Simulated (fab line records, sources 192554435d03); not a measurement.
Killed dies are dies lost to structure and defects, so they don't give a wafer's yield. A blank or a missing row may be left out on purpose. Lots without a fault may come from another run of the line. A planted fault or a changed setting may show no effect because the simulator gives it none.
Which tool did it? | flow n5_finfet | 8 lots, 23 wafers sampled, at 3 steps of a route of 1938

WHAT THE GAUGES READ, wafer by wafer
N5_FIN_SAQP_THK_MEAS_05.
lot  | measured    | on            | thk_nm (nm)
L781 | day 3 03:53 | film_metro-02 | 37.8 37.2 38.6
L784 | day 3 21:18 | film_metro-02 | 36.4 37.1 67.1
L785 | day 4 03:00 | film_metro-01 | 67.5 37.4
L791 | day 5 15:37 | film_metro-01 | 38.1 38.5 38.7
L793 | day 6 02:44 | film_metro-01 | 37.8 37.8 38.4
L796 | day 6 22:13 | film_metro-02 | 37.0 38.3 38.6
L797 | day 7 02:58 | film_metro-02 | 37.5 38.8 38.0
L799 | day 7 16:32 | film_metro-01 | 37.0 38.9 38.1

WHICH TOOL RAN EACH LOT (tool, then ch and the chambers of the sampled wafers, then the start)
lot  | N5_PMOS_HMC_CHANNEL_EPI_CMP_21 | N5_FIN_SAQP_HM_DEP_03
L781 | cmp-01 ch 0,1,2, day 3 02:25   | pecvd-01 ch 0,1, day 3 03:48
L784 | cmp-01 ch 1,3, day 3 19:42     | pecvd-01 ch 1,2, day 3 21:13
L785 | cmp-01 ch 0,3, day 4 01:33     | pecvd-01 ch 0,1, day 4 02:56
L791 | cmp-04 ch 0,1, day 5 14:01     | pecvd-02 ch 0,2, day 5 15:31
L793 | cmp-04 ch 1,3, day 6 01:19     | pecvd-02 ch 0,1,2, day 6 02:38
L796 | cmp-03 ch 0,2, day 6 20:22     | pecvd-03 ch 0,1,2, day 6 22:08
L797 | cmp-01 ch 0,2,3, day 7 01:38   | pecvd-03 ch 1,2, day 7 02:53
L799 | cmp-01 ch 1,2, day 7 14:31     | pecvd-03 ch 0,2, day 7 16:26
- N5_PMOS_HMC_CHANNEL_EPI_CMP_21: polishes SiGe30, target thk 54 nm.
- N5_FIN_SAQP_HM_DEP_03: deposits SiNx from SiH4/NH3/N2, target thk 38 nm, time 33.6 s.

THE ANSWER, worked out from the rows above alone
Rule: what is usual is taken from the lots themselves. Put in order of their means at a reading, lots are off if they are a third of the lots or fewer, leave a main group of 4 or more, and stand apart from it by a gap of 3 or more times the standard deviation of the main group's means; of several such gaps the widest counts. A main group whose means are all the same, to the digits that the tables above print for the reading, isn't used. A lot without any number at a reading at which 4 lots or more have one is off too. The other lots that the step has rows for count as sound.
Off: L784, L785, at N5_FIN_SAQP_THK_MEAS_05 (thk_nm). The main group: mean 38.1 nm, standard deviation 0.18.
A tool fits if, at a process step before that reading, it ran every lot that is off, and no sound lot after the first of them. The gauges at N5_FIN_SAQP_THK_MEAS_05 are tried like those tools. One fits: pecvd-01 at N5_FIN_SAQP_HM_DEP_03. Its last sound lot is L781 (day 3 03:48), its first lot that is off L784 (day 3 21:13): a fault that began between those two fits.

WHAT THE SIMULATOR HAD PUT IN
Process parameter drift: pecvd-01, from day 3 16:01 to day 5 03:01, at N5_FIN_SAQP_HM_DEP_03. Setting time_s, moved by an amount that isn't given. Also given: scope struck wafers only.
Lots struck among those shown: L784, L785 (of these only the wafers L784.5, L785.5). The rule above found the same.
